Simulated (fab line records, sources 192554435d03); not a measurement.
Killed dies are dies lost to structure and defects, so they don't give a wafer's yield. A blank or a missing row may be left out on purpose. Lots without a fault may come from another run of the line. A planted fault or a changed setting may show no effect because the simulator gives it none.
fab line records | flow n5_finfet
record lots=5 wafers=15 last_day=18
route steps=1938 shown BEOL_M4@1085
lots that met no fault: from a run of the same line without faults
start_h: hours from the record's first day to the start of the lot's first wafer shown | wait_h: hours since the lot's step before | " the same as in the row above | L1.1+2: a row that stands for several wafers | - no value, or no start given | * or withheld: withheld | < > ~ a bound
route shown NAME@n: a module of which the file shows steps, and the number in the route of the first | usual: mean/standard deviation of fault-free wafers | same: alike in all rows | chamber/n: place in a boat | sites: the reading at each site | _std_site: their standard deviation | _edge_site: outer sites' mean less inner sites' | radius_mm: how far each site lies from the wafer's centre | mask NAME#n: copy n | behind: the tool/chamber that last shaped the wafer | hold: why the lot was held/for how many hours/how that ended | device: the transistor (n, p or np) that didn't switch | end of line: the same wafers' tests at the end of the route | a step without rows: its recipe alone | killed: dies lost to structure and defects at the first sort, not the wafer's yield | map: a wafer's dies, x killed, . not, _ none there
set.NAME: the setting as run; set.NAME@STEP: as run at that earlier step | model.NAME: the simulator's own value behind a step, which no gauge read
lots at some steps of the route; a table a step, a row a wafer
services: from which hour (start_h, from the record's first day; less than 0 if before it) a tool's chamber was out of use, for how many hours, and why
## steps
# step N5_BEOL_M4_ANNEAL_49
# recipe temp_c=400 time_s=240 ambient=vacuum
# usual heater_power_w=848/80
# columns lot.wafer tool chamber start_h wait_h heater_power_w
L081.1 pvd_sputter-01 - 204.96 0.0 818
L081.5 " - " " 855
L081.6 " - " " 796
L082.1 pvd_sputter-02 - 211.20 0.0 1045
L082.3 " - " " 898
L082.5 " - " " 1048
L089.2 pvd_sputter-02 - 252.72 0.1 933
L089.3 " - " " 849
L089.4 " - " " 812
L095.1 pvd_sputter-03 - 283.09 0.0 745
L095.2 " - " " 838
L095.5 " - " " 863
L097.2 pvd_sputter-03 - 315.70 0.0 845
L097.4 " - " " 742
L097.6 " - " " 755
# step N5_BEOL_M4_SPUTTER_79
# recipe material=Cu target_thk_a=45 temp_c=-20 chamber_pressure_pa=0.07 power_w=withheld time_s=8.29
# usual throttle_valve_pct=29.7/0.78
# columns lot.wafer tool chamber start_h wait_h throttle_valve_pct
L081.1 pvd_sputter-01 - 205.10 0.1 29.7
L081.5 " - " " 30.2
L081.6 " - " " 29.5
L082.1 pvd_sputter-02 - 211.34 0.1 31.2
L082.3 " - " " 30.2
L082.5 " - " " 31.6
L089.2 pvd_sputter-02 - 253.00 0.1 29.9
L089.3 " - " " 28.4
L089.4 " - " " 29.2
L095.1 pvd_sputter-03 - 283.23 0.1 30.5
L095.2 " - " " 29.1
L095.5 " - " " 29.3
L097.2 pvd_sputter-03 - 315.84 0.1 29.0
L097.4 " - " " 29.5
L097.6 " - " " 30.4
# step N5_BEOL_M4_ANNEAL_80
# recipe temp_c=400 time_s=240 ambient=vacuum
# usual heater_power_w=849/79
# columns lot.wafer tool chamber start_h wait_h heater_power_w
L081.1 pvd_sputter-01 - 205.18 0.0 785
L081.5 " - " " 853
L081.6 " - " " 801
L082.1 pvd_sputter-02 - 211.42 0.0 1024
L082.3 " - " " 926
L082.5 " - " " 1057
L089.2 pvd_sputter-02 - 253.16 0.1 906
L089.3 " - " " 856
L089.4 " - " " 804
L095.1 pvd_sputter-03 - 283.31 0.0 772
L095.2 " - " " 865
L095.5 " - " " 862
L097.2 pvd_sputter-03 - 315.92 0.0 841
L097.4 " - " " 748
L097.6 " - " " 752
# step N5_BEOL_M4_SPUTTER_81
# recipe material=Cu target_thk_a=45 temp_c=-20 chamber_pressure_pa=0.07 power_w=withheld time_s=8.29
# usual throttle_valve_pct=29.8/0.77
# columns lot.wafer tool chamber start_h wait_h throttle_valve_pct
L081.1 pvd_sputter-01 - 205.32 0.1 29.5
L081.5 " - " " 30.2
L081.6 " - " " 29.4
L082.1 pvd_sputter-02 - 211.56 0.1 31.2
L082.3 " - " " 29.7
L082.5 " - " " 31.5
L089.2 pvd_sputter-02 - 253.44 0.1 30.4
L089.3 " - " " 28.6
L089.4 " - " " 29.2
L095.1 pvd_sputter-03 - 283.45 0.1 30.4
L095.2 " - " " 29.7
L095.5 " - " " 29.6
L097.2 pvd_sputter-03 - 316.06 0.1 29.2
L097.4 " - " " 29.7
L097.6 " - " " 30.5
# step N5_BEOL_M4_ANNEAL_82
# recipe temp_c=400 time_s=240 ambient=vacuum
# usual heater_power_w=850/81
# columns lot.wafer tool chamber start_h wait_h heater_power_w
L081.1 pvd_sputter-01 - 205.40 0.0 825
L081.5 " - " " 839
L081.6 " - " " 807
L082.1 pvd_sputter-02 - 211.64 0.0 1041
L082.3 " - " " 923
L082.5 " - " " 1073
L089.2 pvd_sputter-02 - 253.52 0.0 904
L089.3 " - " " 852
L089.4 " - " " 792
L095.1 pvd_sputter-03 - 283.53 0.0 764
L095.2 " - " " 868
L095.5 " - " " 861
L097.2 pvd_sputter-03 - 316.14 0.0 880
L097.4 " - " " 768
L097.6 " - " " 767
# step N5_BEOL_M4_SPUTTER_86
# recipe material=Cu target_thk_a=45 temp_c=-20 chamber_pressure_pa=0.07 power_w=withheld time_s=8.29
# usual throttle_valve_pct=29.7/0.76
# columns lot.wafer tool chamber start_h wait_h throttle_valve_pct
L081.1 pvd_sputter-01 - 205.54 0.1 29.5
L081.5 " - " " 30.2
L081.6 " - " " 29.5
L082.1 pvd_sputter-02 - 211.78 0.1 31.2
L082.3 " - " " 30.1
L082.5 " - " " 31.5
L089.2 pvd_sputter-02 - 253.66 0.1 30.1
L089.3 " - " " 28.6
L089.4 " - " " 29.1
L095.1 pvd_sputter-03 - 283.67 0.1 30.0
L095.2 " - " " 29.7
L095.5 " - " " 29.5
L097.2 pvd_sputter-03 - 316.28 0.1 29.2
L097.4 " - " " 29.5
L097.6 " - " " 30.7
# step N5_BEOL_M4_ANNEAL_87
# recipe temp_c=400 time_s=240 ambient=vacuum
# usual heater_power_w=850/78
# columns lot.wafer tool chamber start_h wait_h heater_power_w
L081.1 pvd_sputter-01 - 205.62 0.0 840
L081.5 " - " " 852
L081.6 " - " " 818
L082.1 pvd_sputter-02 - 211.86 0.0 1059
L082.3 " - " " 918
L082.5 " - " " 1038
L089.2 pvd_sputter-02 - 253.74 0.0 924
L089.3 " - " " 838
L089.4 " - " " 812
L095.1 pvd_sputter-03 - 283.75 0.0 718
L095.2 " - " " 847
L095.5 " - " " 876
L097.2 pvd_sputter-03 - 316.36 0.0 858
L097.4 " - " " 749
L097.6 " - " " 747
# step N5_BEOL_M4_SPUTTER_88
# recipe material=Cu target_thk_a=45 temp_c=-20 chamber_pressure_pa=0.07 power_w=withheld time_s=8.29
# usual throttle_valve_pct=29.8/0.77
# columns lot.wafer tool chamber start_h wait_h throttle_valve_pct
L081.1 pvd_sputter-01 - 205.76 0.1 29.7
L081.5 " - " " 30.3
L081.6 " - " " 29.6
L082.1 pvd_sputter-02 - 212.00 0.1 31.4
L082.3 " - " " 29.9
L082.5 " - " " 31.1
L089.2 pvd_sputter-02 - 253.88 0.1 30.1
L089.3 " - " " 28.5
L089.4 " - " " 29.1
L095.1 pvd_sputter-03 - 283.89 0.1 30.5
L095.2 " - " " 29.8
L095.5 " - " " 29.6
L097.2 pvd_sputter-03 - 316.50 0.1 28.8
L097.4 " - " " 29.3
L097.6 " - " " 30.5
# step N5_BEOL_M4_ANNEAL_89
# recipe temp_c=400 time_s=240 ambient=vacuum
# usual heater_power_w=850/79
# columns lot.wafer tool chamber start_h wait_h heater_power_w
L081.1 pvd_sputter-01 - 205.84 0.0 826
L081.5 " - " " 861
L081.6 " - " " 820
L082.1 pvd_sputter-02 - 212.08 0.0 1047
L082.3 " - " " 934
L082.5 " - " " 1013
L089.2 pvd_sputter-02 - 253.96 0.0 910
L089.3 " - " " 832
L089.4 " - " " 837
L095.1 pvd_sputter-03 - 283.97 0.0 772
L095.2 " - " " 868
L095.5 " - " " 860
L097.2 pvd_sputter-03 - 316.58 0.0 857
L097.4 " - " " 738
L097.6 " - " " 755
# step N5_BEOL_M4_SPUTTER_90
# recipe material=Cu target_thk_a=45 temp_c=-20 chamber_pressure_pa=0.07 power_w=withheld time_s=8.29
# usual throttle_valve_pct=29.8/0.74
# columns lot.wafer tool chamber start_h wait_h throttle_valve_pct
L081.1 pvd_sputter-01 - 205.98 0.1 29.7
L081.5 " - " " 30.1
L081.6 " - " " 29.4
L082.1 pvd_sputter-02 - 212.22 0.1 31.3
L082.3 " - " " 30.0
L082.5 " - " " 31.1
L089.2 pvd_sputter-02 - 254.10 0.1 30.1
L089.3 " - " " 28.5
L089.4 " - " " 29.2
L095.1 pvd_sputter-03 - 284.11 0.1 30.3
L095.2 " - " " 29.6
L095.5 " - " " 29.4
L097.2 pvd_sputter-03 - 316.72 0.1 29.3
L097.4 " - " " 29.7
L097.6 " - " " 30.4
# step N5_BEOL_M4_ANNEAL_91
# recipe temp_c=400 time_s=240 ambient=vacuum
# usual heater_power_w=849/81
# columns lot.wafer tool chamber start_h wait_h heater_power_w
L081.1 pvd_sputter-01 - 206.06 0.0 832
L081.5 " - " " 829
L081.6 " - " " 821
L082.1 pvd_sputter-02 - 212.30 0.0 1057
L082.3 " - " " 904
L082.5 " - " " 1064
L089.2 pvd_sputter-02 - 254.18 0.0 923
L089.3 " - " " 837
L089.4 " - " " 832
L095.1 pvd_sputter-03 - 284.19 0.0 742
L095.2 " - " " 842
L095.5 " - " " 845
L097.2 pvd_sputter-03 - 316.80 0.0 860
L097.4 " - " " 753
L097.6 " - " " 765
# step N5_BEOL_M4_SPUTTER_92
# recipe material=Cu target_thk_a=45 temp_c=-20 chamber_pressure_pa=0.07 power_w=withheld time_s=8.29
# usual throttle_valve_pct=29.8/0.74
# columns lot.wafer tool chamber start_h wait_h throttle_valve_pct
L081.1 pvd_sputter-01 - 206.20 0.1 29.2
L081.5 " - " " 30.2
L081.6 " - " " 29.7
L082.1 pvd_sputter-02 - 212.44 0.1 31.2
L082.3 " - " " 30.1
L082.5 " - " " 31.4
L089.2 pvd_sputter-02 - 254.32 0.1 29.9
L089.3 " - " " 28.4
L089.4 " - " " 29.2
L095.1 pvd_sputter-03 - 284.33 0.1 30.6
L095.2 " - " " 29.3
L095.5 " - " " 29.5
L097.2 pvd_sputter-03 - 316.94 0.1 29.1
L097.4 " - " " 29.5
L097.6 " - " " 30.3
# step N5_BEOL_M4_ANNEAL_93
# recipe temp_c=400 time_s=240 ambient=vacuum
# usual heater_power_w=850/81
# columns lot.wafer tool chamber start_h wait_h heater_power_w
L081.1 pvd_sputter-01 - 206.28 0.0 814
L081.5 " - " " 820
L081.6 " - " " 818
L082.1 pvd_sputter-02 - 212.52 0.0 1048
L082.3 " - " " 945
L082.5 " - " " 1049
L089.2 pvd_sputter-02 - 254.40 0.0 930
L089.3 " - " " 858
L089.4 " - " " 816
L095.1 pvd_sputter-03 - 284.41 0.0 747
L095.2 " - " " 848
L095.5 " - " " 864
L097.2 pvd_sputter-03 - 317.02 0.0 881
L097.4 " - " " 731
L097.6 " - " " 759
# step N5_BEOL_M4_SPUTTER_94
# recipe material=Cu target_thk_a=45 temp_c=-20 chamber_pressure_pa=0.07 power_w=withheld time_s=8.29
# usual throttle_valve_pct=29.8/0.77
# columns lot.wafer tool chamber start_h wait_h throttle_valve_pct
L081.1 pvd_sputter-01 - 206.42 0.1 29.7
L081.5 " - " " 30.3
L081.6 " - " " 29.5
L082.1 pvd_sputter-02 - 212.66 0.1 31.4
L082.3 " - " " 30.0
L082.5 " - " " 31.1
L089.2 pvd_sputter-02 - 254.54 0.1 30.3
L089.3 " - " " 28.7
L089.4 " - " " 29.3
L095.1 pvd_sputter-03 - 284.55 0.1 30.4
L095.2 " - " " 29.6
L095.5 " - " " 29.4
L097.2 pvd_sputter-03 - 317.16 0.1 28.9
L097.4 " - " " 29.6
L097.6 " - " " 30.8
# step N5_BEOL_M4_ANNEAL_95
# recipe temp_c=400 time_s=240 ambient=vacuum
# usual heater_power_w=849/80
# columns lot.wafer tool chamber start_h wait_h heater_power_w
L081.1 pvd_sputter-01 - 206.50 0.0 809
L081.5 " - " " 848
L081.6 " - " " 817
L082.1 pvd_sputter-02 - 212.74 0.0 1067
L082.3 " - " " 941
L082.5 " - " " 1043
L089.2 pvd_sputter-02 - 254.62 0.0 925
L089.3 " - " " 836
L089.4 " - " " 819
L095.1 pvd_sputter-03 - 284.63 0.0 764
L095.2 " - " " 850
L095.5 " - " " 860
L097.2 pvd_sputter-03 - 317.24 0.0 874
L097.4 " - " " 741
L097.6 " - " " 770
# step N5_BEOL_M4_SPUTTER_96
# recipe material=Cu target_thk_a=45 temp_c=-20 chamber_pressure_pa=0.07 power_w=withheld time_s=8.29
# usual throttle_valve_pct=29.8/0.76
# columns lot.wafer tool chamber start_h wait_h throttle_valve_pct
L081.1 pvd_sputter-01 - 206.64 0.1 29.5
L081.5 " - " " 30.3
L081.6 " - " " 29.5
L082.1 pvd_sputter-02 - 212.88 0.1 31.3
L082.3 " - " " 30.1
L082.5 " - " " 31.3
L089.2 pvd_sputter-02 - 254.76 0.1 30.2
L089.3 " - " " 28.5
L089.4 " - " " 29.2
L095.1 pvd_sputter-03 - 284.77 0.1 30.4
L095.2 " - " " 29.7
L095.5 " - " " 29.6
L097.2 pvd_sputter-03 - 317.38 0.1 29.0
L097.4 " - " " 29.8
L097.6 " - " " 30.6
# step N5_BEOL_M4_ECD_50
# recipe material=Cu target_thk_a=3000
# columns lot.wafer tool chamber start_h wait_h
L081.1+5+6 ecd_cu-02 1,0,1 206.76 0.1
L082.1+3+5 ecd_cu-01 0,0,1 212.99 0.1
L089.2+3+4 ecd_cu-01 1,0,1 254.88 0.1
L095.1+2+5 ecd_cu-01 0,1,0 284.89 0.1
L097.2+4+6 ecd_cu-02 1,0,0 317.50 0.1
# step N5_BEOL_M4_ANNEAL_51
# recipe temp_c=225 time_s=90 ambient=N2
# usual wafer_temp_C_max=225.65/0.23
# columns lot.wafer tool chamber start_h wait_h wafer_temp_C_max
L081.1 rtp_anneal-02 0 208.54 1.8 225.92
L081.5 " 0 " " 225.65
L081.6 " 0 " " 225.72
L082.1 rtp_anneal-02 0 217.00 4.0 225.78
L082.3 " 0 " " 225.83
L082.5 " 0 " " 225.69
L089.2 rtp_anneal-02 0 255.17 0.3 225.87
L089.3 " 0 " " 225.88
L089.4 " 0 " " 225.74
L095.1 rtp_anneal-02 0 284.96 0.1 225.51
L095.2 " 0 " " 225.82
L095.5 " 0 " " 225.89
L097.2 rtp_anneal-01 0 317.62 0.1 225.40
L097.4 " 0 " " 225.49
L097.6 " 0 " " 225.28
# step N5_BEOL_M4_CMP_52
# recipe stop_on=SiOC t_overpolish_s=6.8 down_force_psi=1 platen_rpm=50 clearing_platen_down_force_psi=1.5 clearing_platen_rpm=50 post_cmp_clean=cu_alkaline target_thk_nm=40 clearing_platen_pad_velocity_m_s=0.99484 pad_velocity_m_s=0.99484
# usual barrier_field_endpoint_s=24.8/0.54 clearing_platen_down_force_psi=1.500/0.0032 motor_current_A=6.1/0.78 overpolish_run_s=6.800/0.0092 time_to_endpoint_s=63/3.1
# columns lot.wafer tool chamber start_h wait_h barrier_field_endpoint_s clearing_platen_down_force_psi motor_current_A overpolish_run_s time_to_endpoint_s
L081.1 cmp-03 3 208.95 0.4 24.3 1.503 7.1 6.805 60
L081.5 " 0 " " 24.9 1.503 6.2 6.799 61
L081.6 " 1 " " 24.9 1.500 5.5 6.799 63
L082.3 cmp-02 2 217.30 0.2 25.1 1.495 5.6 6.802 65
L082.1 " 1 " " 24.2 1.497 5.1 6.809 66
L082.5 " 3 " " 24.5 1.501 5.7 6.823 64
L089.3 cmp-02 0 255.46 0.2 24.1 1.498 6.8 6.798 59
L089.2 " 1 " " 25.6 1.500 5.4 6.811 67
L089.4 " 2 " " 25.2 1.500 5.7 6.810 61
L095.2 cmp-03 0 285.30 0.2 25.0 1.499 6.2 6.801 65
L095.1 " 1 " " 25.0 1.498 5.4 6.813 64
L095.5 " 3 " " 25.6 1.504 7.2 6.800 63
L097.4 cmp-03 0 317.95 0.2 24.9 1.499 6.5 6.801 64
L097.2 " 1 " " 25.9 1.502 5.7 6.793 72
L097.6 " 3 " " 24.8 1.503 7.5 6.810 65
# step N5_BEOL_M4_THK_MEAS_53
# recipe thk_meas_gauge=xrf reads=Cu_of_BEOL_M4_ECD_50
# usual M4_THK=39.8/1.6
# columns lot.wafer tool chamber start_h wait_h M4_THK[nm]
L081.1 film_metro-01 - 209.14 - 37.5
L081.5 " - " " 38.6
L081.6 " - " " 38.3
L082.1 film_metro-02 - 217.60 - 42.5
L082.3 " - " " 40.1
L082.5 " - " " 40.2
L089.2 film_metro-01 - 255.71 - 40.5
L089.3 " - " " 41.8
L089.4 " - " " 42.4
L095.1 film_metro-02 - 285.56 - 41.9
L095.2 " - " " 40.8
L095.5 " - " " 41.7
L097.2 film_metro-02 - 318.17 - 40.0
L097.4 " - " " 40.9
L097.6 " - " " 40.4
# step N5_BEOL_M4_PRE_CLEAN_60
# recipe gas=NH3/H2 time_s=15 temp_c=* rf_power_w=300
# usual heater_power_w=89/21
# columns lot.wafer tool chamber start_h wait_h heater_power_w
L081.1 cvd_co-01 2 209.17 0.0 64
L081.5 " 2 " " 65
L081.6 " 2 " " 63
L082.1 cvd_co-02 1 217.63 0.0 114
L082.3 " 0 " " 116
L082.5 " 0 " " 117
L089.2 cvd_co-01 2 255.81 0.1 65
L089.3 " 1 " " 77
L089.4 " 1 " " 77
L095.1 cvd_co-01 1 285.59 0.0 77
L095.2 " 2 " " 64
L095.5 " 0 " " 79
L097.2 cvd_co-02 1 318.20 0.0 114
L097.4 " 1 " " 119
L097.6 " 2 " " 76
# step N5_BEOL_M4_CO_CAP_55
# recipe material=Co target_thk_a=20 temp_c=200 precursor=CCTBA/H2 pressure_torr=30 time_s=102.1
# usual heater_power_w=241/27
# columns lot.wafer tool chamber start_h wait_h heater_power_w
L081.1 cvd_co-01 2 209.29 0.1 209
L081.5 " 2 " " 207
L081.6 " 2 " " 212
L082.1 cvd_co-02 1 217.67 0.0 273
L082.3 " 0 " " 285
L082.5 " 0 " " 278
L089.2 cvd_co-01 2 255.85 0.0 203
L089.3 " 1 " " 221
L089.4 " 1 " " 225
L095.1 cvd_co-01 1 285.63 0.0 227
L095.2 " 2 " " 214
L095.5 " 0 " " 226
L097.2 cvd_co-02 1 318.24 0.0 277
L097.4 " 1 " " 274
L097.6 " 2 " " 225
# step N5_BEOL_M4_PRE_CLEAN_56
# recipe gas=NH3 time_s=15 temp_c=withheld rf_power_w=300
# columns lot.wafer tool chamber start_h wait_h
L081.1+5+6 pecvd-01 1,1,2 209.53 0.2
L082.1+3+5 pecvd-01 0,1,1 217.76 0.1
L089.2+3+4 pecvd-01 1,2,0 255.94 0.1
L095.1+2+5 pecvd-01 0,2,2 285.72 0.1
L097.2+4+6 pecvd-04 2,2,1 318.34 0.1
# step N5_BEOL_M4_DEP_57
# recipe material=SiCN target_thk_a=80 temp_c=withheld precursor=3MS/NH3 pressure_torr=3 rf_w=202 time_s=14
# usual showerhead_plenum_p_Torr=3.662/0.015 throttle_valve_pct=8.8/0.59
# columns lot.wafer tool chamber start_h wait_h showerhead_plenum_p_Torr throttle_valve_pct
L081.1 pecvd-01 1 209.55 0.0 3.663 8.5
L081.5 " 1 " " 3.661 8.7
L081.6 " 2 " " 3.671 8.9
L082.1 pecvd-01 0 217.79 0.0 3.673 9.7
L082.3 " 1 " " 3.665 8.9
L082.5 " 1 " " 3.656 8.6
L089.2 pecvd-01 1 255.97 0.0 3.666 8.7
L089.3 " 2 " " 3.680 8.9
L089.4 " 0 " " 3.679 9.6
L095.1 pecvd-01 0 285.76 0.0 3.671 9.7
L095.2 " 2 " " 3.670 8.6
L095.5 " 2 " " 3.670 9.0
L097.2 pecvd-04 2 318.36 0.0 3.680 7.6
L097.4 " 2 " " 3.689 8.0
L097.6 " 1 " " 3.635 9.3
# step N5_BEOL_M4_RS_MEAS_58
# recipe thk_meas_gauge=four-point-probe reads=Co_of_BEOL_M4_CO_CAP_55+Cu_of_BEOL_M4_ECD_50+Co_of_BEOL_M4_CVD_47+TaN_of_BEOL_M4_ALD_84
# usual M4_RS=0.67/0.032
# columns lot.wafer tool chamber start_h wait_h M4_RS[ohm/sq]
L081.1 film_metro-02 - 209.62 0.0 0.70
L081.5 " - " " 0.67
L081.6 " - " " 0.69
L082.1 film_metro-02 - 217.86 0.0 0.62
L082.3 " - " " 0.66
L082.5 " - " " 0.66
L089.2 film_metro-01 - 256.04 0.1 0.65
L089.3 " - " " 0.63
L089.4 " - " " 0.62
L095.1 film_metro-02 - 285.85 0.1 0.63
L095.2 " - " " 0.66
L095.5 " - " " 0.64
L097.2 film_metro-02 - 318.43 0.1 0.66
L097.4 " - " " 0.64
L097.6 " - " " 0.65
# step N5_BEOL_M4_INSPECT_59
# recipe inspect_instrument=darkfield mode=post_dep
# usual raw_defect_count=68/22
# columns lot.wafer tool chamber start_h wait_h raw_defect_count
L081.1 defect_inspect-01 - 209.64 0.0 53
L081.5 " - " " 71
L081.6 " - " " 54
L082.1 defect_inspect-02 - 217.88 0.0 54
L082.3 " - " " 114
L082.5 " - " " 36
L089.2 defect_inspect-02 - 256.06 0.0 61
L089.3 " - " " 85
L089.4 " - " " 54
L095.1 defect_inspect-02 - 285.87 0.0 79
L095.2 " - " " 65
L095.5 " - " " 62
L097.2 defect_inspect-01 - 318.45 0.0 50
L097.4 " - " " 77
L097.6 " - " " 26
# step N5_BEOL_M4_RC_MEAS_101
# usual DIBL_N=35.7/1.3 DIBL_P=35.4/1.8 IOFF_N=0.152/0.027 IOFF_P=0.20/0.034 ION_N=672/9.8 ION_P=461/7.5 SS_N=71.4/0.55 SS_P=73.1/0.61 VT_N=251/3.3 VT_P=-251/3.6
# columns lot.wafer tool chamber start_h wait_h DIBL_N[mV/V] DIBL_P[mV/V] IOFF_N[nA/um] IOFF_P[nA/um] ION_N[uA/um] ION_P[uA/um] SS_N[mV/dec] SS_P[mV/dec] VT_N[mV] VT_P[mV]
L081.1 prober-02 0 209.67 0.0 34.2 34.1 0.131 0.17 672 455 71.4 72.0 252 -253
L081.5 " 0 " " 36.0 36.0 0.155 0.21 683 469 71.6 73.5 249 -250
L081.6 " 0 " " 35.6 35.7 0.154 0.20 672 462 71.8 73.9 248 -250
L082.1 prober-02 0 218.32 0.4 34.5 33.5 0.130 0.18 682 465 71.4 72.8 254 -254
L082.3 " 0 " " 35.4 34.2 0.139 0.19 668 459 71.7 73.3 254 -248
L082.5 " 0 " " 33.3 31.3 0.104 0.15 652 453 72.0 71.6 258 -254
L089.2 prober-01 0 256.24 0.2 38.1 37.4 0.178 0.22 667 456 71.9 74.0 248 -251
L089.3 " 0 " " 37.8 36.4 0.179 0.20 676 455 72.1 74.4 249 -253
L089.4 " 0 " " 35.4 34.7 0.144 0.17 678 452 71.8 72.4 249 -255
L095.1 prober-02 0 285.90 0.0 34.2 33.3 0.111 0.15 661 458 70.7 72.3 254 -257
L095.2 " 0 " " 37.3 37.7 0.176 0.22 694 473 71.7 73.1 249 -250
L095.5 " 0 " " 34.7 34.4 0.131 0.17 674 463 70.3 72.6 251 -252
L097.2 prober-02 0 318.63 0.2 33.7 33.3 0.112 0.18 669 470 70.2 72.8 255 -250
L097.4 " 0 " " 32.7 31.1 0.097 0.15 661 459 71.1 72.6 258 -252
L097.6 " 0 " " 32.1 30.5 0.093 0.16 651 457 70.2 72.6 257 -253
## services
# columns tool chamber start_h hours kind
cvd_co-01 2 189.17 15.3 repair
pecvd-04 - 194.54 2.1 repair
cmp-02 - 198.41 1.0 repair
pecvd-04 2 202.38 - clean
cvd_co-01 1 205.77 4.3 repair
cvd_co-01 0 208.60 9.6 repair
pecvd-01 - 224.56 28.1 pm
cvd_co-02 - 227.63 6.0 pm
cvd_co-02 - 243.17 20.8 repair
cmp-03 - 244.11 0.9 repair
cmp-03 - 247.32 3.2 pm
pecvd-04 0 258.64 22.5 repair
cmp-02 - 258.91 4.0 pm
rtp_anneal-02 - 260.73 4.3 pm
cmp-03 - 263.86 5.5 pm
cmp-03 - 273.61 1.6 repair
cmp-02 - 277.43 2.4 repair
cmp-02 - 283.59 2.3 repair
pecvd-01 1 284.50 5.5 scheduled_down
pvd_sputter-03 - 285.89 3.8 repair
cmp-03 - 292.65 2.2 repair
rtp_anneal-02 - 293.34 3.0 pm
pecvd-04 0 298.85 17.7 repair
cvd_co-02 - 313.75 2.8 pm
## key
fault none
